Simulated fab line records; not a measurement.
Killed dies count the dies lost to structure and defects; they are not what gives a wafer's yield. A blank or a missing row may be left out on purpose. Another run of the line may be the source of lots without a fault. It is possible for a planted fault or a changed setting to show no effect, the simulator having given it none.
Matching of chambers + flow n5Finfet + N5_BEOL_M6_CURE_74 on uvCure-01 has 3 sister chambers
The step cures SiCOH lowk, time 240 s. 3 wafers are shown with their chamber, then 11 later ones without.

## WAFERS, EACH WITH ITS CHAMBER
| wafer  | chamber | wafer_temp_C_max |
|--------|---------|------------------|
| L084.4 | 2       | 386.7            |
| L085.6 | 1       | 386.0            |
| L091.1 | 0       | 386.7            |

## WAFERS WITHOUT THEIR CHAMBER
| wafer  | wafer_temp_C_max |
|--------|------------------|
| L091.4 | 386.5            |
| L091.5 | 386.4            |
| L091.2 | 386.2            |
| L091.3 | 386.9            |
| L091.6 | 386.9            |
| L095.1 | 387.1            |
| L095.5 | 386.4            |
| L095.6 | 386.2            |
| L096.1 | 386.9            |
| L096.2 | 386.6            |
| L096.6 | 386.9            |

## WHICH CHAMBER EACH ONE RAN IN
| wafer  | from the rows above          | in truth |
|--------|------------------------------|----------|
| L091.4 | can't be placed: 0 or 2 or 1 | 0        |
| L091.5 | can't be placed: 0 or 2 or 1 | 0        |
| L091.2 | can't be placed: 1 or 0 or 2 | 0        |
| L091.3 | can't be placed: 0 or 2      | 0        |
| L091.6 | can't be placed: 0 or 2      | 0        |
| L095.1 | can't be placed: 0 or 2      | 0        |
| L095.5 | can't be placed: 0 or 2 or 1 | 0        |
| L095.6 | can't be placed: 1 or 0 or 2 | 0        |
| L096.1 | can't be placed: 0 or 2      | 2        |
| L096.2 | can't be placed: 0 or 2      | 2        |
| L096.6 | can't be placed: 0 or 2      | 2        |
0 of 11 placed correctly. Cannot be placed on the basis of these rows: 11; the candidates contain the true chamber in 11. Wrongly placed: 0.
How it was worked out, from the rows above alone: a wafer's distance from a chamber is the root of the sum, over the readings, of the square of ((its reading less the chamber's mean) divided by the reading's scatter). The wafer belongs to the nearest chamber; if the next one is less than 2 further off, it can't be placed. For every chamber, the mean is computed from those of its wafers that are shown. The scatter: root of mean squared gap, hidden wafer to nearest shown wafer, with one shown wafer a chamber.
